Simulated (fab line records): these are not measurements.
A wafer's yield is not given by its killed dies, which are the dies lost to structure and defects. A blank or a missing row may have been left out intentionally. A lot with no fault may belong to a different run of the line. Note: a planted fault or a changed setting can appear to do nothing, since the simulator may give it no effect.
Which tool did it? | flow n5_finfet | 27 wafers from 9 lots sampled at 3 of the route's 1938 steps

WHAT EACH GAUGE READ, for each wafer
N5_ZERO_LAYER_INSPECT_20: inspects for defects (darkfield).
lot  | measured    | on                | raw_defect_count
L588 | day 1 13:20 | defect_inspect-02 | 26 17 21
L593 | day 2 19:49 | defect_inspect-02 | 23 33 44
L594 | day 3 01:22 | defect_inspect-01 | 51 42 25
L599 | day 4 07:17 | defect_inspect-01 | 989 999 979
L601 | day 4 19:46 | defect_inspect-02 | 1034 947 932
L603 | day 5 07:15 | defect_inspect-01 | 1008 1008 978
L606 | day 6 01:25 | defect_inspect-01 | 42 28 47
L609 | day 6 19:17 | defect_inspect-01 | 12 44 30
L610 | day 7 01:15 | defect_inspect-02 | 58 62 34

WHICH TOOL RAN EACH LOT (tool, then ch and the chambers of the sampled wafers, then the start)
lot  | N5_ZERO_LAYER_ETCH_18           | N5_ZERO_LAYER_STRIP_19
L588 | rie_si-03 ch 1,2,3, day 1 12:53 | wet_bench-01 ch 0,3,5, day 1 13:04
L593 | rie_si-01 ch 0,1,2, day 2 19:02 | wet_bench-02 ch 2,4,5, day 2 19:14
L594 | rie_si-04 ch 0,1,2, day 3 00:52 | wet_bench-02 ch 2,3,4, day 3 01:04
L599 | rie_si-01 ch 0,1,2, day 4 06:49 | wet_bench-02 ch 3,5,7, day 4 07:01
L601 | rie_si-04 ch 0,3, day 4 19:18   | wet_bench-02 ch 2,3,7, day 4 19:29
L603 | rie_si-01 ch 0,3, day 5 06:47   | wet_bench-02 ch 2,4,5, day 5 06:59
L606 | rie_si-04 ch 0,2,3, day 6 00:54 | wet_bench-01 ch 0,5,7, day 6 01:08
L609 | rie_si-01 ch 2,3, day 6 18:48   | wet_bench-01 ch 0,3,5, day 6 18:59
L610 | rie_si-04 ch 1,2,3, day 7 00:47 | wet_bench-01 ch 1,5,7, day 7 00:59
- N5_ZERO_LAYER_ETCH_18: etches Si in HBr/Cl2, target depth 120 nm, time 40 s.
- N5_ZERO_LAYER_STRIP_19: strips in SPM, time 900 s.

THE ANSWER, worked out from the rows above alone
Rule: the lots themselves supply what counts as usual. Put in order of their means at a reading, lots are off if they are a third of the lots or fewer, leave a main group of 4 or more, and stand apart from it by a gap of 3 or more times the standard deviation of the main group's means; of several such gaps the widest counts. Not used: any main group whose means are identical at the precision the tables above print for the reading. A lot without any number at a reading at which 4 lots or more have one is off too. The other lots that the step has rows for count as sound.
Off: L599, L601, L603 (N5_ZERO_LAYER_INSPECT_20, raw_defect_count). For the main group the mean is 36 and the standard deviation 9.4.
If a tool, at a process step before that reading, ran all the lots that are off and no sound lot after the first of them, it fits. Gauges at N5_ZERO_LAYER_INSPECT_20: tried the same way as those tools. One fits: N5_ZERO_LAYER_STRIP_19 on wet_bench-02. Its last sound lot is L594 (day 3 01:04), its first lot that is off L599 (day 4 07:01): a fault that began between those two fits.

WHAT HAD BEEN PUT IN BY THE SIMULATOR
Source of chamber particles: wet_bench-02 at N5_ZERO_LAYER_STRIP_19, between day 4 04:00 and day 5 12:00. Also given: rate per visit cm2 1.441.
Struck lots among those shown: L599, L601, L603. The rule above found the same.
